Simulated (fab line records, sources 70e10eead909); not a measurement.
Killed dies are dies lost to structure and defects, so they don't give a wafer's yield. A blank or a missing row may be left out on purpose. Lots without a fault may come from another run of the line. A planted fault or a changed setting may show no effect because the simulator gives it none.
Which tool did it? | flow nand_harc | 24 lots, 72 wafers sampled, at 5 steps of a route of 1302

WHAT THE GAUGES READ, wafer by wafer
NHARC_A_SLIT_CD_MEAS_21. Usual: cd_nm 289.4 nm, standard deviation 0.99.
lot  | measured     | on        | cd_nm (nm)        | flag
L075 | day 20 16:22 | cd_sem-02 | 289.5 289.6 288.6 |
L074 | day 20 22:35 | cd_sem-02 | 289.9 288.3 289.5 |
L077 | day 20 22:05 | cd_sem-02 | 287.6 288.1 287.9 |
L076 | day 21 01:52 | cd_sem-03 | 290.2 290.7 288.9 |
L078 | day 21 14:53 | cd_sem-01 | 287.3 287.7 288.4 |
L079 | day 21 14:02 | cd_sem-03 | 290.1 289.4 290.7 |
L080 | day 22 10:07 | cd_sem-01 | 288.1 289.2 289.8 |
L081 | day 23 11:56 | cd_sem-03 | 290.0 289.6 290.3 |
L082 | day 23 22:59 | cd_sem-01 | 289.2 289.7 290.0 |
L083 | day 23 21:41 | cd_sem-02 | 288.2 288.7 289.4 |
L085 | day 24 16:29 | cd_sem-01 | 288.5 288.7 289.0 |
L086 | day 24 11:50 | cd_sem-02 | 289.1 289.2 289.8 |
L084 | day 24 15:47 | cd_sem-02 | 290.5 289.4 291.1 |
L087 | day 25 21:58 | cd_sem-02 | 290.3 290.6 290.4 |
L088 | day 26 21:46 | cd_sem-03 | 289.2 290.0 289.0 |
L090 | day 27 01:30 | cd_sem-03 | 289.8 290.0 290.7 |
L089 | day 26 17:59 | cd_sem-03 | 289.3 289.2 289.7 |
L091 | day 28 01:31 | cd_sem-01 | 289.0 290.3 290.5 |
L093 | day 27 18:35 | cd_sem-03 | 290.0 290.3 289.8 |
L092 | day 27 17:53 | cd_sem-02 | 290.6 290.3 290.8 |
L094 | day 27 21:45 | cd_sem-02 | 288.9 289.3 288.5 |
L095 | day 29 00:55 | cd_sem-03 | 286.5 287.2 287.0 |
L096 | day 30 01:26 | cd_sem-02 | 288.0 288.5 289.0 |
L097 | day 29 21:34 | cd_sem-01 | 290.3 290.5 290.8 |

NHARC_A_WL_FILL_INSPECT_15. Usual: raw_defect_count 478, standard deviation 130.
lot  | measured     | on                | raw_defect_count | flag
L075 | day 21 20:42 | defect_inspect-02 | 485 464 494      |
L074 | day 21 23:56 | defect_inspect-02 | 419 457 375      |
L077 | day 21 23:59 | defect_inspect-01 | 588 914 833      |
L076 | day 22 03:55 | defect_inspect-01 | 555 640 757      |
L078 | day 22 15:04 | defect_inspect-01 | 285 354 326      |
L079 | day 22 15:12 | defect_inspect-01 | 644 674 466      |
L080 | day 23 14:19 | defect_inspect-01 | 449 512 572      |
L081 | day 24 12:22 | defect_inspect-01 | 416 533 413      |
L082 | day 24 22:41 | defect_inspect-02 | 469 615 614      |
L083 | day 24 22:41 | defect_inspect-01 | 453 373 487      |
L085 | day 25 20:04 | defect_inspect-01 | 509 496 493      |
L086 | day 25 12:28 | defect_inspect-02 | 507 378 523      |
L084 | day 25 20:02 | defect_inspect-02 | 584 339 459      |
L087 | day 26 23:24 | defect_inspect-01 | 395 487 409      |
L088 | day 27 23:06 | defect_inspect-01 | 342 434 297      |
L090 | day 28 03:03 | defect_inspect-02 | 458 388 538      |
L089 | day 27 19:01 | defect_inspect-02 | 760 386 449      |
L091 | day 29 02:36 | defect_inspect-01 | 371 337 520      |
L093 | day 28 20:01 | defect_inspect-02 | 447 456 501      |
L092 | day 28 23:18 | defect_inspect-02 | 479 576 631      |
L094 | day 28 20:10 | defect_inspect-02 | 375 506 424      |
L095 | day 30 01:59 | defect_inspect-01 | 292 372 423      |
L096 | day 31 02:22 | defect_inspect-02 | 489 454 343      |
L097 | day 30 23:11 | defect_inspect-02 | 545 521 584      |

WHICH TOOL RAN EACH LOT (tool, then ch and the chambers of the sampled wafers, then the start)
lot  | NHARC_A_STAIRCASE_STRIP_476        | NHARC_A_STAIRCASE_ALD_420        | NHARC_A_STAIRCASE_ETCHBACK_422
L075 | rie_diel-02 ch 0,1,3, day 17 19:39 | ald_hk-02 ch 0,1,2, day 17 23:31 | rie_diel-02 ch 1,2, day 19 17:12
L074 | rie_diel-02 ch 0,3, day 18 09:53   | ald_hk-04 ch 0,1,2, day 18 13:01 | rie_diel-02 ch 1,2, day 20 01:56
L077 | rie_diel-02 ch 1,2, day 18 11:11   | ald_hk-01 ch 0,1, day 18 12:52   | rie_diel-04 ch 0,1, day 20 01:41
L076 | rie_diel-04 ch 0,2, day 18 11:16   | ald_hk-02 ch 0,3, day 18 12:54   | rie_diel-04 ch 0,1,2, day 20 02:46
L078 | rie_diel-02 ch 0,2, day 18 18:35   | ald_hk-04 ch 2,3, day 18 21:24   | rie_diel-04 ch 0,2, day 20 16:44
L079 | rie_diel-04 ch 2,3, day 18 22:10   | ald_hk-04 ch 0,1,3, day 19 00:59 | rie_diel-04 ch 1,2, day 20 16:28
L080 | rie_diel-06 ch 0,1, day 19 11:04   | ald_hk-02 ch 0,1, day 19 13:52   | rie_diel-02 ch 0,1, day 21 11:27
L081 | rie_diel-04 ch 0,1,2, day 20 08:14 | ald_hk-02 ch 0,2,3, day 20 11:05 | rie_diel-04 ch 0,1,3, day 22 10:31
L082 | rie_diel-06 ch 0,3, day 21 05:08   | ald_hk-04 ch 0,1, day 21 09:18   | rie_diel-06 ch 1,2,3, day 23 00:39
L083 | rie_diel-02 ch 2,3, day 21 06:34   | ald_hk-01 ch 0,1,2, day 21 08:56 | rie_diel-02 ch 0,1,2, day 23 01:04
L085 | rie_diel-04 ch 0,1,3, day 21 18:16 | ald_hk-04 ch 1,2, day 21 21:13   | rie_diel-04 ch 1,2, day 23 15:09
L086 | rie_diel-06 ch 2,3, day 21 19:35   | ald_hk-01 ch 0,1,3, day 21 21:22 | rie_diel-06 ch 0,1,3, day 23 18:13
L084 | rie_diel-06 ch 1,3, day 21 21:30   | ald_hk-04 ch 0,1,3, day 22 00:28 | rie_diel-02 ch 1,3, day 23 15:41
L087 | rie_diel-02 ch 0,2,3, day 23 08:19 | ald_hk-01 ch 1,2,3, day 23 11:27 | rie_diel-04 ch 2,3, day 25 00:16
L088 | rie_diel-06 ch 0,2,3, day 23 16:01 | ald_hk-04 ch 0,1,3, day 23 18:58 | rie_diel-04 ch 0,1,2, day 25 18:09
L090 | rie_diel-02 ch 1,2,3, day 23 20:34 | ald_hk-02 ch 0,1,2, day 23 23:26 | rie_diel-02 ch 0,1,2, day 25 21:01
L089 | rie_diel-02 ch 0,2,3, day 24 01:41 | ald_hk-04 ch 1,2,3, day 24 04:40 | rie_diel-04 ch 1,2,3, day 25 18:26
L091 | rie_diel-04 ch 0,3, day 25 00:40   | ald_hk-04 ch 1,2,3, day 25 03:51 | rie_diel-06 ch 0,2, day 26 22:58
L093 | rie_diel-06 ch 0,1, day 25 02:44   | ald_hk-04 ch 1,3, day 25 05:32   | rie_diel-06 ch 0,1,3, day 26 20:22
L092 | rie_diel-06 ch 1,2, day 25 04:55   | ald_hk-02 ch 0,1, day 25 07:53   | rie_diel-06 ch 0,2,3, day 26 21:03
L094 | rie_diel-06 ch 0,1,2, day 25 06:39 | ald_hk-04 ch 0,2, day 25 09:29   | rie_diel-06 ch 1,2, day 26 20:04
L095 | rie_diel-06 ch 0,3, day 26 00:44   | ald_hk-01 ch 0,2,3, day 26 05:54 | rie_diel-04 ch 0,1,3, day 28 00:23
L096 | rie_diel-06 ch 0,1, day 27 05:44   | ald_hk-04 ch 0,2, day 27 08:41   | rie_diel-06 ch 1,2,3, day 29 00:33
L097 | rie_diel-02 ch 1,2,3, day 27 08:38 | ald_hk-04 ch 0,1,2, day 27 11:27 | rie_diel-06 ch 0,1,2, day 29 02:16
- NHARC_A_STAIRCASE_STRIP_476: strips in O2, time 20 s.
- NHARC_A_STAIRCASE_ALD_420: deposits SiO2, target thk 20 nm, pulse time 6 s, ald cycles 200.
- NHARC_A_STAIRCASE_ETCHBACK_422: etches the open film in CH3F/O2, target depth 40 nm, time 74.286 s.

WHAT THE TOOLS THEMSELVES READ (means of the sampled wafers that have a number; where no wafer has one, the mark that the record gives instead)
NHARC_A_STAIRCASE_STRIP_476. Usual: drypump_motor_current_A 5.9 A, standard deviation 0.31; oes_product_au 1.000 a.u., standard deviation 0.0097; rf_vpp_V 57.7 V, standard deviation 0.94; showerhead_plenum_p_Torr 3.45 Torr, standard deviation 0.15; throttle_valve_pct 17.036 %, standard deviation 0.0084.
lot  | tool        | drypump_motor_current_A (A) | oes_product_au (a.u.) | rf_vpp_V (V) | showerhead_plenum_p_Torr (Torr) | throttle_valve_pct (%) | flag
L075 | rie_diel-02 | 5.9                         | 1.005                 | 56.8         | 3.35                            | 17.034                 |
L074 | rie_diel-02 | 6.0                         | 0.996                 | 57.5         | 3.33                            | 17.031                 |
L077 | rie_diel-02 | 5.9                         | 1.006                 | 58.2         | 3.44                            | 17.033                 |
L076 | rie_diel-04 | 5.8                         | 1.000                 | 56.9         | 3.34                            | 17.034                 |
L078 | rie_diel-02 | 6.0                         | 0.996                 | 57.6         | 3.40                            | 17.031                 |
L079 | rie_diel-04 | 6.1                         | 0.991                 | 57.1         | 3.31                            | 17.037                 |
L080 | rie_diel-06 | 5.4                         | 0.993                 | 57.8         | 3.56                            | 17.038                 |
L081 | rie_diel-04 | 6.0                         | 1.000                 | 57.9         | 3.35                            | 17.041                 |
L082 | rie_diel-06 | 5.6                         | 1.001                 | 58.2         | 3.69                            | 17.042                 |
L083 | rie_diel-02 | 6.1                         | 0.999                 | 57.3         | 3.47                            | 17.041                 |
L085 | rie_diel-04 | 5.9                         | 0.992                 | 57.0         | 3.32                            | 17.030                 |
L086 | rie_diel-06 | 5.9                         | 0.996                 | 58.3         | 3.65                            | 17.036                 |
L084 | rie_diel-06 | 5.9                         | 1.011                 | 57.3         | 3.67                            | 17.043                 |
L087 | rie_diel-02 | 6.0                         | 1.000                 | 57.4         | 3.38                            | 17.027                 |
L088 | rie_diel-06 | 5.7                         | 0.998                 | 57.9         | 3.55                            | 17.036                 |
L090 | rie_diel-02 | 6.0                         | 1.006                 | 57.5         | 3.40                            | 17.040                 |
L089 | rie_diel-02 | 6.1                         | 1.010                 | 57.6         | 3.38                            | 17.036                 |
L091 | rie_diel-04 | 5.8                         | 1.009                 | 57.7         | 3.47                            | 17.038                 |
L093 | rie_diel-06 | 5.5                         | 0.998                 | 57.9         | 3.54                            | 17.035                 |
L092 | rie_diel-06 | 6.1                         | 1.012                 | 58.0         | 3.46                            | 17.042                 |
L094 | rie_diel-06 | 5.8                         | 1.002                 | 58.7         | 3.50                            | 17.032                 |
L095 | rie_diel-06 | 5.4                         | 0.999                 | 58.2         | 3.59                            | 17.045                 |
L096 | rie_diel-06 | 5.5                         | 0.995                 | 57.6         | 3.53                            | 17.039                 |
L097 | rie_diel-02 | 6.0                         | 1.005                 | 57.0         | 3.38                            | 17.033                 |

NHARC_A_STAIRCASE_ALD_420. Usual: heater_power_w 505 W, standard deviation 38; precursor_pulse_height_rel 1.002, standard deviation 0.017.
lot  | tool      | heater_power_w (W) | precursor_pulse_height_rel | flag
L075 | ald_hk-02 | 504                | 0.984                      |
L074 | ald_hk-04 | 521                | 1.014                      |
L077 | ald_hk-01 | 476                | 1.008                      |
L076 | ald_hk-02 | 531                | 0.978                      |
L078 | ald_hk-04 | 494                | 0.992                      |
L079 | ald_hk-04 | 504                | 0.997                      |
L080 | ald_hk-02 | 498                | 0.999                      |
L081 | ald_hk-02 | 522                | 0.989                      |
L082 | ald_hk-04 | 480                | 0.986                      |
L083 | ald_hk-01 | 489                | 0.996                      |
L085 | ald_hk-04 | 518                | 0.991                      |
L086 | ald_hk-01 | 481                | 0.996                      |
L084 | ald_hk-04 | 493                | 1.012                      |
L087 | ald_hk-01 | 486                | 1.022                      |
L088 | ald_hk-04 | 490                | 0.989                      |
L090 | ald_hk-02 | 503                | 1.004                      |
L089 | ald_hk-04 | 486                | 1.010                      |
L091 | ald_hk-04 | 480                | 1.012                      |
L093 | ald_hk-04 | 457                | 0.998                      |
L092 | ald_hk-02 | 489                | 0.984                      |
L094 | ald_hk-04 | 548                | 1.012                      |
L095 | ald_hk-01 | 495                | 1.005                      |
L096 | ald_hk-04 | 547                | 0.994                      |
L097 | ald_hk-04 | 529                | 1.019                      |

NHARC_A_STAIRCASE_ETCHBACK_422. Usual: drypump_motor_current_A 5.93 A, standard deviation 0.26; oes_product_au 0.95 a.u., standard deviation 0.039; rf_fwd_power_W 496.1 W, standard deviation 1.9; rf_vpp_V 243.5 V, standard deviation 1.7; showerhead_plenum_p_Torr 2.40 Torr, standard deviation 0.12; throttle_valve_pct 20.663 %, standard deviation 0.0091.
lot  | tool        | drypump_motor_current_A (A) | oes_product_au (a.u.) | rf_fwd_power_W (W) | rf_vpp_V (V) | showerhead_plenum_p_Torr (Torr) | throttle_valve_pct (%) | flag
L075 | rie_diel-02 | 6.02                        | 0.93                  | 497.0              | 243.2        | 2.43                            | 20.660                 |
L074 | rie_diel-02 | 6.01                        | 0.93                  | 498.8              | 243.2        | 2.43                            | 20.659                 |
L077 | rie_diel-04 | 5.86                        | 0.92                  | 498.7              | 242.7        | 2.34                            | 20.665                 |
L076 | rie_diel-04 | 5.93                        | 0.92                  | 497.1              | 243.0        | 2.33                            | 20.662                 |
L078 | rie_diel-04 | 5.98                        | 0.92                  | 494.0              | 243.0        | 2.32                            | 20.658                 |
L079 | rie_diel-04 | 6.00                        | 0.99                  | 497.5              | 243.0        | 2.34                            | 20.661                 |
L080 | rie_diel-02 | 5.89                        | 0.92                  | 497.5              | 242.9        | 2.32                            | 20.663                 |
L081 | rie_diel-04 | 5.92                        | 0.93                  | 497.2              | 242.7        | 2.31                            | 20.659                 |
L082 | rie_diel-06 | 6.00                        | 1.00                  | 496.1              | 245.9        | 2.50                            | 20.669                 |
L083 | rie_diel-02 | 5.98                        | 0.93                  | 497.3              | 242.5        | 2.37                            | 20.656                 |
L085 | rie_diel-04 | 6.01                        | 1.01                  | 495.0              | 243.2        | 2.33                            | 20.665                 |
L086 | rie_diel-06 | 5.66                        | 0.93                  | 494.6              | 245.0        | 2.53                            | 20.656                 |
L084 | rie_diel-02 | 5.98                        | 0.97                  | 497.0              | 242.1        | 2.31                            | 20.665                 |
L087 | rie_diel-04 | 6.13                        | 1.00                  | 496.8              | 243.6        | 2.43                            | 20.664                 |
L088 | rie_diel-04 | 5.92                        | 1.01                  | 497.8              | 242.4        | 2.31                            | 20.665                 |
L090 | rie_diel-02 | 5.97                        | 1.00                  | 496.9              | 242.4        | 2.36                            | 20.669                 |
L089 | rie_diel-04 | 6.05                        | 0.93                  | 495.5              | 242.9        | 2.43                            | 20.668                 |
L091 | rie_diel-06 | 5.52                        | 0.91                  | 496.3              | 243.8        | 2.41                            | 20.657                 |
L093 | rie_diel-06 | 5.65                        | 0.93                  | 494.5              | 244.9        | 2.52                            | 20.658                 |
L092 | rie_diel-06 | 5.71                        | 0.92                  | 495.1              | 244.7        | 2.47                            | 20.659                 |
L094 | rie_diel-06 | 6.15                        | 0.93                  | 494.9              | 242.9        | 2.40                            | 20.662                 |
L095 | rie_diel-04 | 5.93                        | 1.01                  | 496.6              | 243.7        | 2.42                            | 20.669                 |
L096 | rie_diel-06 | 6.01                        | 0.99                  | 494.8              | 244.9        | 2.49                            | 20.664                 |
L097 | rie_diel-06 | 5.83                        | 0.99                  | 496.4              | 243.7        | 2.43                            | 20.666                 |

THE ANSWER, worked out from the rows above alone
Rule: a lot is off if the mean of its wafers that have a number lies more than 3 standard deviations from the usual mean. A lot without any number at a reading at which 4 lots or more have one is off too. The other lots that the step has rows for count as sound. The gauges are gone through in route order, then the tools' own readings, and for those a lot's mean is taken as printed above. The first step at which some lot is off is used, and at that step the reading that is off furthest; a lot without a number counts as furthest.
No lot is off at any reading shown: from this, nothing can be told.

WHAT THE SIMULATOR HAD PUT IN
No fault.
